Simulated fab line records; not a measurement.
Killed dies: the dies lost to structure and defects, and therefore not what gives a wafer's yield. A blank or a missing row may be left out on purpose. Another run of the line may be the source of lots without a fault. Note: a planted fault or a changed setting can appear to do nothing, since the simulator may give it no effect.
A struck lot beside a sound one | flow nand-harc | 15 steps out of a route of 1159
Sound: the wafers L376.2, L376.4, L376.5. The struck wafers were L384.2, L384.5, L384.6. The cause is given at the end.
Each step with rows lists, per side, the tool, then ch with its chambers, then its first start. Under that, the readings that differ: sound wafers | struck wafers | difference of the means | sigmas: that difference in standard deviations of wafers without a fault.
alike: same words and numbers on both sides, and readings whose means sit less than 2 such deviations apart. not compared: any withheld reading, any reading some wafer has no value for, any bound like >300 that may hide the same value, and any number with overlapping values for which the record gives no deviation.
A row with sigmas, a row that says differs or no value, or rows on one side alone: a step with any of these is where the two part. Numbers that don't overlap but have no deviation are shown without sigmas and don't part them. A reading missing from all wafers of one side parts the sides only when that side holds two or more wafers.

first, 3 steps without rows for these wafers: NHARC_P_GATE_EXPOSE_08 (exposes mask P HV); NHARC_P_GATE_PEB_09 (peb time 85 s); NHARC_P_GATE_DEVELOP_10 (time 70 s).
NHARC_P_GATE_CD_MEAS_11: the cd target is 1640 nm.
  sound on cd-sem-03 ch 0, day 4 16:22; struck on cd-sem-02 ch 0, day 7 05:56
  alike: cd-nm
then, 1 step without rows for these wafers: NHARC_P_GATE_HARDBAKE_12 (time 80 s).
NHARC_P_GATE_DESCUM_13: chemistry O2, time 3 s.
  sound on rie-diel-13 ch 0,1,3, day 4 16:33; struck on rie-diel-03 ch 0,1,3, day 7 06:07
  reading               | sound             | struck            | difference | sigmas
  oes-product-au (a.u.) | 0.985 0.981 0.992 | 1.005 1.010 0.998 | +0.018     | +2
  alike: drypump-motor-current-A, o2-flow-sccm, rf-vpp-V, showerhead-plenum-p-Torr, throttle-valve-pct
  not compared: rf-hours-counter-h
then, 6 steps without rows for these wafers: NHARC_P_GATE_ETCH_14 (etches SiO2 in dHF, target depth 48.8 nm); NHARC_P_GATE_STRIP_15 (strips in SPM, time 780 s); NHARC_P_GATE_PRECLEAN_71 (cleans in SC1); NHARC_P_GATE_SRD_72; NHARC_P_GATE_OXIDE_16 (material SiO2, target thk 3 nm, ox time 392 s); NHARC_P_GATE_CVD_17 (deposits poly-Si, target thk 150 nm, time 900 s).
NHARC_P_GATE_HM_DEP_102: deposits aC, target thk 120 nm.
  sound on acl-dep-01 ch 0, day 5 06:15; struck on acl-dep-02 ch 0, day 7 20:31
  alike: throttle-valve-pct
NHARC_P_GATE_DEP_103: deposits SiON, target thk 30 nm.
  sound on pecvd-03 ch 0,1,2, day 5 06:50; struck on pecvd-03 ch 0,1, day 7 21:26
  alike: heater-power-w
-- the record jumps here: 15 days lie between the struck wafers' starts before and after (it left off in module P_GATE and takes up again in module END, whose first step shown is number 1159 of the route) --
NHARC_END_SORT_01:
  here the record holds rows for the struck wafers (prober-02 ch 0, day 23 07:56) but none for the sound ones

== WHERE THEY PART ==
Earliest at NHARC_P_GATE_DESCUM_13; latest, in this record, at NHARC_END_SORT_01.

WHY: what had been put in by the simulator
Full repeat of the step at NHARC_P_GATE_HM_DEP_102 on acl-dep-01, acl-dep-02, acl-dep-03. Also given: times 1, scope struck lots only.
